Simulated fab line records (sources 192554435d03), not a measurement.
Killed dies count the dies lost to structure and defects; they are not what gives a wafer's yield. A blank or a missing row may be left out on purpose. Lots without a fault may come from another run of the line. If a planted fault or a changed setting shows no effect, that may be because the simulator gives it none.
Code-filled problem report in 8D (eight disciplines) form    flow n5 finfet    the parts of the form that need people (team, actions taken, sign-off) are left out

1. THE ISSUE
Mean of run length s at N5_BEOL_M7_VIA_ETCH_34: 71.1 s across 3 wafers in 3 lots; on wafers with no fault it is 73.8 s (standard deviation 0.47). Measured from the usual mean, that is -5.7 standard deviations.
The step: etches SiCOH lowk in C4F6/O2, target depth 125.5 nm, time 50.5 s.
Seen first at day 10 09:41 on rie diel-03, wafer L386.6. The record holds 19 wafers of 7 lots with a number at this step. By rule, "out" or "out of limits" means more than 4 standard deviations away from the usual mean. All remaining wafers that have a number are taken as sound.

2. WHAT IT IS; WHAT IT IS NOT
question                     is                      is not
which readings at this step  run length s            C4F6_flow_sccm, drypump motor current A, oes product au, rf vpp V, showerhead plenum p Torr, throttle valve pct
which lots                   L386, L387, L388        L383, L384, L400, L403
which wafers of those lots   L386.6, L387.6, L388.6  L386.1, L386.2, L387.1, L388.1
read on which tools          rie diel-03             rie diel-01
when                         from day 10 09:41       up to then (8 sound wafers); but 8 sound wafers of L387, L388, L400, L403 came after

3. WHAT RULES OUT EACH SUSPECT
Counting: if a tool at a process step up to the reading ran every lot that is out, it stays a suspect. Sound lots after the first of them don't rule it out here, since some wafers of a struck lot are sound.
- rie diel-03 at N5_BEOL_M7_DESCUM_33 (chemistry O2, time 7 s): kept. Ran every lot that is out, first one L386 (day 10 09:30); last sound lot up to then L384 (day 9 22:40).
- rie diel-03 at N5_BEOL_M7_ETCH_72 (etches underlayer in N2/H2, target depth 6.5 nm, time 5.2 s): kept. Ran every lot that is out, first one L386 (day 10 09:32); last sound lot up to then L384 (day 9 22:43).
- rie diel-03 at N5_BEOL_M7_ETCH_65 (etches SiARC in CF4, target depth 15.6 nm, time 26 s): kept. Ran every lot that is out, first one L386 (day 10 09:33); last sound lot up to then L384 (day 9 22:43).
- rie diel-03 at N5_BEOL_M7_ETCH_66 (etches SOC in N2/H2, target depth 80 nm, overetch 16 nm, time 120 s): kept. Ran every lot that is out, first one L386 (day 10 09:35); last sound lot up to then L384 (day 9 22:45).
- rie diel-03 at N5_BEOL_M7_VIA_ETCH_34 (etches SiCOH lowk in C4F6/O2, target depth 125.5 nm, time 50.5 s): kept. Ran every lot that is out, first one L386 (day 10 09:41); last sound lot up to then L384 (day 9 22:51). Its own run length s readings are out on those wafers.
- Within rie diel-03 at N5_BEOL_M7_DESCUM_33: the wafers that are out ran in chambers 0, 1; their sound lot-mates ran in chambers 2, 3.
- Within rie diel-03 at N5_BEOL_M7_ETCH_72: the wafers that are out ran in chambers 0, 1; their sound lot-mates ran in chambers 2, 3.
- Within rie diel-03 at N5_BEOL_M7_ETCH_65: the wafers that are out ran in chambers 0, 1; their sound lot-mates ran in chambers 2, 3.
- Within rie diel-03 at N5_BEOL_M7_ETCH_66: the wafers that are out ran in chambers 0, 1; their sound lot-mates ran in chambers 2, 3.
- Within rie diel-03 at N5_BEOL_M7_VIA_ETCH_34: the wafers that are out ran in chambers 0, 1; their sound lot-mates ran in chambers 2, 3.
Left after counting: rie diel-03 at N5_BEOL_M7_DESCUM_33, rie diel-03 at N5_BEOL_M7_ETCH_72, rie diel-03 at N5_BEOL_M7_ETCH_65, rie diel-03 at N5_BEOL_M7_ETCH_66, rie diel-03 at N5_BEOL_M7_VIA_ETCH_34.

4. THE CAUSE (what the simulator had put in)
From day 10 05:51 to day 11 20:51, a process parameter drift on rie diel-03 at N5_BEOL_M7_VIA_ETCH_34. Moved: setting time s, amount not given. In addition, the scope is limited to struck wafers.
This tool is one of the 5 suspects left after counting.

5. THE EFFECT CHAIN, in route order
One row per reading whose mean, taken over the struck wafers that have a number, lies over 3 standard deviations from the usual. Scope: only readings with a usual standard deviation given in the record; hours: median across lots of the time from each lot's start at the first step in this table that gives one to its start at this step; sigmas: change in usual standard deviations.
hours  step                    reading       usual   on struck wafers  change  sigmas
0      N5_BEOL_M7_VIA_ETCH_34  run length s  73.8 s  71.1              -2.7    -5.7
Process steps it contains:
- N5_BEOL_M7_VIA_ETCH_34: etches SiCOH lowk in C4F6/O2, target depth 125.5 nm, time 50.5 s.

6. HOW IT WOULD HAVE BEEN CAUGHT EARLIER
First out-of-limits reading in this record: day 10 09:41, which is 4 hours after fault onset at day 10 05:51.
